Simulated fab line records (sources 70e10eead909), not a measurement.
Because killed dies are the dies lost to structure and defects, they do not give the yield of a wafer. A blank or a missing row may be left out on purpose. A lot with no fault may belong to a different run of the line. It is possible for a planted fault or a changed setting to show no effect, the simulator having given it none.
What tool caused it? -- flow nand_harc -- Sampling: 13 lots, 39 wafers, 5 of 1302 route steps

== WHAT THE GAUGES READ, wafer by wafer ==
NHARC_P_STI_INSPECT_11.
lot,measured,on,raw_defect_count
L738,day 4 21:44,defect_inspect-02,4 4 10
L739,day 5 07:12,defect_inspect-01,8 11 7
L740,day 5 18:01,defect_inspect-02,7 5 6
L741,day 6 03:39,defect_inspect-02,6 6 7
L742,day 6 14:48,defect_inspect-01,3 6 13
L743,day 6 23:52,defect_inspect-01,9 2 6
L745,day 7 20:53,defect_inspect-02,4 3 7
L746,day 8 06:56,defect_inspect-02,11 15 4
L747,day 8 18:09,defect_inspect-02,2 6 3
L753,day 11 03:29,defect_inspect-01,33 26 43
L754,day 11 14:29,defect_inspect-02,37 30 28
L755,day 11 22:44,defect_inspect-01,33 35 31
L756,day 12 10:28,defect_inspect-02,4 5 8

NHARC_END_SORT_01.
lot,measured,on,killed_at_array,killed_at_other,killed_at_periphery,killed_dies,killed_open,killed_short
L753,day 33 22:14,prober-02,59 66 61,1 0 2,23 20 33,83 86 96,3 8 4,3 2 3
L754,day 33 08:35,prober-01,59 72 68,2 1 1,32 24 20,93 97 89,5 7 3,3 2 1
L755,day 33 08:35,prober-02,18 23 22,1 3 0,24 31 21,43 57 43,3 3 0,1 2 3

== TOOL THAT RAN EACH LOT (tool first, then ch and the chambers of the sampled wafers, then the start) ==
lot,NHARC_P_ZERO_WELL_RTA_42,NHARC_P_STI_OXIDE_29,NHARC_P_STI_ETCH_15
L738,"rtp_anneal-02 ch 0, day 4 05:10","furnace-07 ch 0, day 4 10:21","rie_si-02 ch 0,1,2, day 4 22:10"
L739,"rtp_anneal-01 ch 0, day 4 15:01","furnace-08 ch 0, day 4 20:01","rie_si-05 ch 0,1, day 5 07:37"
L740,"rtp_anneal-01 ch 0, day 5 01:02","furnace-03 ch 0, day 5 04:51","rie_si-02 ch 0,2,3, day 5 18:28"
L741,"rtp_anneal-01 ch 0, day 5 10:54","furnace-08 ch 0, day 5 16:16","rie_si-06 ch 0,2, day 6 04:06"
L742,"rtp_anneal-02 ch 0, day 5 20:55","furnace-07 ch 0, day 6 03:26","rie_si-02 ch 0,1,3, day 6 15:18"
L743,"rtp_anneal-01 ch 0, day 6 06:53","furnace-03 ch 0, day 6 12:34","rie_si-02 ch 0,1,3, day 7 00:17"
L745,"rtp_anneal-01 ch 0, day 7 05:22","furnace-08 ch 0, day 7 09:29","rie_si-05 ch 0,2, day 7 21:22"
L746,"rtp_anneal-02 ch 0, day 7 12:56","furnace-03 ch 0, day 7 19:41","rie_si-02 ch 0,1,2, day 8 07:21"
L747,"rtp_anneal-02 ch 0, day 7 22:46","furnace-03 ch 0, day 8 06:42","rie_si-05 ch 1,2,3, day 8 18:37"
L753,"rtp_anneal-01 ch 0, day 10 11:04","furnace-03 ch 0, day 10 16:06","rie_si-05 ch 1,3, day 11 03:53"
L754,"rtp_anneal-02 ch 0, day 10 23:13","furnace-03 ch 0, day 11 03:08","rie_si-02 ch 2,3, day 11 14:55"
L755,"rtp_anneal-01 ch 0, day 11 07:17","furnace-03 ch 0, day 11 11:20","rie_si-02 ch 0,1, day 11 23:08"
L756,"rtp_anneal-02 ch 0, day 11 16:56","furnace-08 ch 0, day 11 23:09","rie_si-06 ch 0,2, day 12 10:57"
- NHARC_P_ZERO_WELL_RTA_42: time 300 s.
- NHARC_P_STI_OXIDE_29: material SiO2, target thk 10 nm, ox time 1362 s.
- NHARC_P_STI_ETCH_15: etches the open film in HBr/Cl2, target depth 300 nm, time 100.1 s.

== AS READ BY THE TOOLS THEMSELVES (means over the sampled wafers that have a number; for cases with no such wafer, the mark the record gives instead) ==
NHARC_P_ZERO_WELL_RTA_42.
lot,tool,lamp_power_pct (%),lamp_zone_1_pct (%),lamp_zone_3_pct (%),wafer_temp_C_max
L738,rtp_anneal-02,33.3,33.3,33.3,1103.7
L739,rtp_anneal-01,34.9,34.9,34.9,1104.1
L740,rtp_anneal-01,34.9,34.9,34.9,1103.7
L741,rtp_anneal-01,34.9,35.0,35.0,1104.5
L742,rtp_anneal-02,33.3,33.4,33.4,1104.1
L743,rtp_anneal-01,34.9,34.9,34.9,1105.1
L745,rtp_anneal-01,34.9,34.8,34.9,1104.6
L746,rtp_anneal-02,33.3,33.4,33.4,1103.8
L747,rtp_anneal-02,33.4,33.4,33.4,1103.7
L753,rtp_anneal-01,34.9,35.0,34.9,1104.7
L754,rtp_anneal-02,33.3,33.3,33.4,1103.5
L755,rtp_anneal-01,35.0,34.9,35.0,1105.0
L756,rtp_anneal-02,33.3,33.4,33.3,1103.2

NHARC_P_STI_ETCH_15.
lot,tool,drypump_motor_current_A (A),hbr_flow_sccm (sccm),oes_product_au (a.u.),throttle_valve_pct (%)
L738,rie_si-02,5.4,149.8,1.005,26.418
L739,rie_si-05,5.3,149.8,0.991,26.407
L740,rie_si-02,5.5,150.0,1.012,26.400
L741,rie_si-06,5.4,150.3,1.003,26.409
L742,rie_si-02,5.5,149.7,1.004,26.402
L743,rie_si-02,5.5,150.1,1.008,26.402
L745,rie_si-05,5.3,149.9,0.990,26.415
L746,rie_si-02,5.4,150.3,1.006,26.409
L747,rie_si-05,5.3,150.0,0.997,26.406
L753,rie_si-05,5.3,150.1,0.995,26.402
L754,rie_si-02,5.9,149.8,1.028,26.395
L755,rie_si-02,5.4,150.0,1.006,26.411
L756,rie_si-06,5.4,149.8,0.998,26.408

== THE ANSWER, worked out from the rows above alone ==
Rule: what is usual is taken from the lots themselves. The widest of any qualifying gaps counts: lots, ordered by their means at a reading, are off when they make up no more than a third of the lots, leave a main group of 4 or more, and stand apart from it by 3 or more times the standard deviation of that group's means. A main group is skipped when, at the precision printed for the reading in the tables above, its means are all equal. A lot without any number at a reading at which 4 lots or more have one is off too. Where the step has rows for the other lots, those lots are counted as sound. First the gauges in route order, then the tools' own readings, where a lot's mean is used as printed above. The first step at which some lot is off is used, and at that step the reading that is off furthest; a lot without a number counts as furthest.
Off: L753, L754, L755 (NHARC_P_STI_INSPECT_11, raw_defect_count). The main group has a mean of 6.4 with a standard deviation of 1.8.
A tool fits if, at a process step before that reading, it ran every lot that is off, and no sound lot after the first of them. Those tools and the gauges at NHARC_P_STI_INSPECT_11 are tried in the same way. One fits: furnace-03 at NHARC_P_STI_OXIDE_29. A fault onset in the window from L747 (day 8 06:42, its last sound lot) to L753 (day 10 16:06, its first lot off) fits.

== WHAT THE SIMULATOR PUT IN ==
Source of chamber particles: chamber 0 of furnace-03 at NHARC_P_STI_OXIDE_29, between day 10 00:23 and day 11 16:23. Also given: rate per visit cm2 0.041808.
Lots struck among those shown: L753, L754, L755. This agrees with what the rule above found.
